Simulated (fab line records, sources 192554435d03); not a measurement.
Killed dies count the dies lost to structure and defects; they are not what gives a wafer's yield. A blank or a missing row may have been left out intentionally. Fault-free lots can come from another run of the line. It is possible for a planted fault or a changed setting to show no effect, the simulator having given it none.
What tool caused it? ; flow n5-finfet ; 37 wafers from 13 lots sampled at 4 of the route's 1938 steps

== WHAT THE GAUGES READ, wafer by wafer ==
N5_MIM_BOT_LITHO_CD_MEAS_08 targets a cd of 3000 nm. Usual: cd-nm 3000.0 nm, standard deviation 1.7.
lot;measured;on;cd-nm (nm);flag
L105;day 11 23:33;cd-sem-01;2998.0 2999.7 2999.3;
L106;day 13 01:28;cd-sem-03;2999.7 3001.7 3000.7;
L107;day 13 17:28;cd-sem-02;3000.9 2998.7 3001.0;
L108;day 12 18:43;cd-sem-03;2998.3 3000.3 3000.1;
L109;day 13 08:24;cd-sem-02;2998.2 3001.8 2999.2;
L110;day 13 07:37;cd-sem-03;3001.0 3002.6 3000.6;
L111;day 15 01:52;cd-sem-03;3000.5 2999.7 3002.6;
L112;day 14 17:51;cd-sem-03;2997.7 2998.7 2999.1;
L116;day 15 02:03;cd-sem-01;2997.0 3000.3 2996.9;
L117;day 15 16:07;cd-sem-01;2997.0 3000.5 3000.7;
L123;day 18 01:41;cd-sem-03;3000.7 2998.0;
L124;day 18 15:47;cd-sem-02;2999.2 3000.8;
L127;day 19 09:47;cd-sem-01;3002.5 3001.1 3002.6;

== WHAT TOOL EACH LOT RAN ON (gives the tool, then ch and the chambers of the sampled wafers, and finally the start) ==
lot;N5_PMOS_HMC_CHANNEL_EPI_ETCH_32;N5_MIM_TOP_ALD_01;N5_MIM_TOP_ALD_02
L105;rie-diel-02 ch 0,1, day 1 17:31;ald-hk-01 ch 1,2,3, day 11 23:33 or earlier;ald-hk-01 ch 1,2,3, day 11 23:33 or earlier
L106;rie-diel-05 ch 0,1, day 1 23:50;ald-hk-01 ch 0,1,3, day 13 01:28 or earlier;ald-hk-01 ch 0,1,3, day 13 01:28 or earlier
L107;rie-diel-05 ch 0,1, day 2 05:56;ald-hk-02 ch 0,1,3, day 13 17:28 or earlier;ald-hk-02 ch 0,1,3, day 13 17:28 or earlier
L108;rie-diel-02 ch 1,2,3, day 2 11:45;ald-hk-02 ch 0,1,2, day 12 18:43 or earlier;ald-hk-02 ch 0,1,2, day 12 18:43 or earlier
L109;rie-diel-02 ch 0,2,3, day 2 17:22;ald-hk-02 ch 1,2,3, day 13 08:24 or earlier;ald-hk-02 ch 1,2,3, day 13 08:24 or earlier
L110;rie-diel-02 ch 1,2,3, day 2 23:44;ald-hk-01 ch 0,2,3, day 13 07:37 or earlier;ald-hk-01 ch 0,2,3, day 13 07:37 or earlier
L111;rie-diel-06 ch 1,3, day 3 06:28;ald-hk-01 ch 1,3, day 15 01:52 or earlier;ald-hk-01 ch 1,3, day 15 01:52 or earlier
L112;rie-diel-02 ch 1,2,3, day 3 11:44;ald-hk-01 ch 2,3, day 14 17:51 or earlier;ald-hk-01 ch 2,3, day 14 17:51 or earlier
L116;rie-diel-02 ch 1,2,3, day 4 11:20;ald-hk-03 ch 1,2,3, day 15 02:03 or earlier;ald-hk-03 ch 1,2,3, day 15 02:03 or earlier
L117;rie-diel-06 ch 0,1,3, day 4 17:21;ald-hk-03 ch 0,1,3, day 15 16:07 or earlier;ald-hk-03 ch 0,1,3, day 15 16:07 or earlier
L123;rie-diel-05 ch 2,3, day 6 05:26;ald-hk-01 ch 0,2, day 18 01:41 or earlier;ald-hk-01 ch 0,2, day 18 01:41 or earlier
L124;rie-diel-05 ch 1,3, day 6 11:36;ald-hk-02 ch 0,3, day 18 15:47 or earlier;ald-hk-02 ch 0,3, day 18 15:47 or earlier
L127;rie-diel-02 ch 0,1,3, day 7 05:16;ald-hk-01 ch 2,3, day 19 09:47 or earlier;ald-hk-01 ch 2,3, day 19 09:47 or earlier
- N5_PMOS_HMC_CHANNEL_EPI_ETCH_32: etches BARC in N2/H2, stops on SiO2, target depth 85.8 nm, time 50.3 s.
- N5_MIM_TOP_ALD_01: deposits HfO2, target thk 5.6 nm, pulse time 1 s, purge time 3 s.
- N5_MIM_TOP_ALD_02: deposits Al2O3, purge time 3 s, co reactant pulse time 3 s.

== AS READ BY THE TOOLS THEMSELVES (means over the sampled wafers that have a number; for cases with no such wafer, the mark the record gives instead) ==
N5_PMOS_HMC_CHANNEL_EPI_ETCH_32. Usual: drypump-motor-current-A 6.0 A, standard deviation 0.51; oes-product-au 0.65 a.u., standard deviation 0.048; rf-vpp-V 523.5 V, standard deviation 2.2; showerhead-plenum-p-Torr 2.53 Torr, standard deviation 0.072; throttle-valve-pct 17.94 %, standard deviation 0.17.
lot;tool;drypump-motor-current-A (A);oes-product-au (a.u.);rf-vpp-V (V);showerhead-plenum-p-Torr (Torr);throttle-valve-pct (%);flag
L105;rie-diel-02;6.3;0.66;525.2;2.60;18.01;
L106;rie-diel-05;5.9;0.63;524.9;2.56;17.95;
L107;rie-diel-05;5.8;0.63;522.1;2.50;18.08;
L108;rie-diel-02;6.0;0.67;524.7;2.56;17.94;
L109;rie-diel-02;6.3;0.67;523.7;2.53;18.03;
L110;rie-diel-02;6.1;0.66;523.9;2.56;17.94;
L111;rie-diel-06;5.7;0.66;525.4;2.59;17.84;
L112;rie-diel-02;6.0;0.66;524.2;2.55;17.95;
L116;rie-diel-02;6.0;0.65;523.5;2.55;17.97;
L117;rie-diel-06;6.0;0.70;523.6;2.57;17.74;
L123;rie-diel-05;6.0;0.61;522.7;2.52;17.87;
L124;rie-diel-05;5.5;0.62;521.2;2.48;18.05;
L127;rie-diel-02;6.3;0.65;523.6;2.55;18.08;

N5_MIM_TOP_ALD_01. Usual: precursor-pulse-height-rel 1.002, standard deviation 0.018.
lot;tool;precursor-pulse-height-rel;flag
L105;ald-hk-01;0.995;
L106;ald-hk-01;1.010;
L107;ald-hk-02;0.994;
L108;ald-hk-02;1.020;
L109;ald-hk-02;0.998;
L110;ald-hk-01;1.007;
L111;ald-hk-01;1.021;
L112;ald-hk-01;1.005;
L116;ald-hk-03;0.998;
L117;ald-hk-03;0.990;
L123;ald-hk-01;0.974;
L124;ald-hk-02;1.002;
L127;ald-hk-01;0.992;

N5_MIM_TOP_ALD_02. Usual: precursor-pulse-height-rel 0.998, standard deviation 0.021.
lot;tool;precursor-pulse-height-rel;flag
L105;ald-hk-01;0.988;
L106;ald-hk-01;0.993;
L107;ald-hk-02;0.998;
L108;ald-hk-02;1.008;
L109;ald-hk-02;1.003;
L110;ald-hk-01;1.007;
L111;ald-hk-01;1.007;
L112;ald-hk-01;0.979;
L116;ald-hk-03;1.000;
L117;ald-hk-03;0.990;
L123;ald-hk-01;0.975;
L124;ald-hk-02;1.011;
L127;ald-hk-01;1.010;

== THE ANSWER, worked out from the rows above alone ==
Rule: take the mean of a lot's wafers that have a number; if it is more than 3 standard deviations from the usual mean, the lot is off. Also off: a lot with no number at a reading for which 4 or more lots have one. Any other lot the step has rows for is counted as sound. After the gauges, taken in route order, come the tools' own readings; for these a lot's mean is taken, as printed above. The first step at which some lot is off is used, and at that step the reading that is off furthest; a lot without a number counts as furthest.
No lot is off at any reading shown: from this, nothing can be told.

== WHAT WAS PUT IN BY THE SIMULATOR ==
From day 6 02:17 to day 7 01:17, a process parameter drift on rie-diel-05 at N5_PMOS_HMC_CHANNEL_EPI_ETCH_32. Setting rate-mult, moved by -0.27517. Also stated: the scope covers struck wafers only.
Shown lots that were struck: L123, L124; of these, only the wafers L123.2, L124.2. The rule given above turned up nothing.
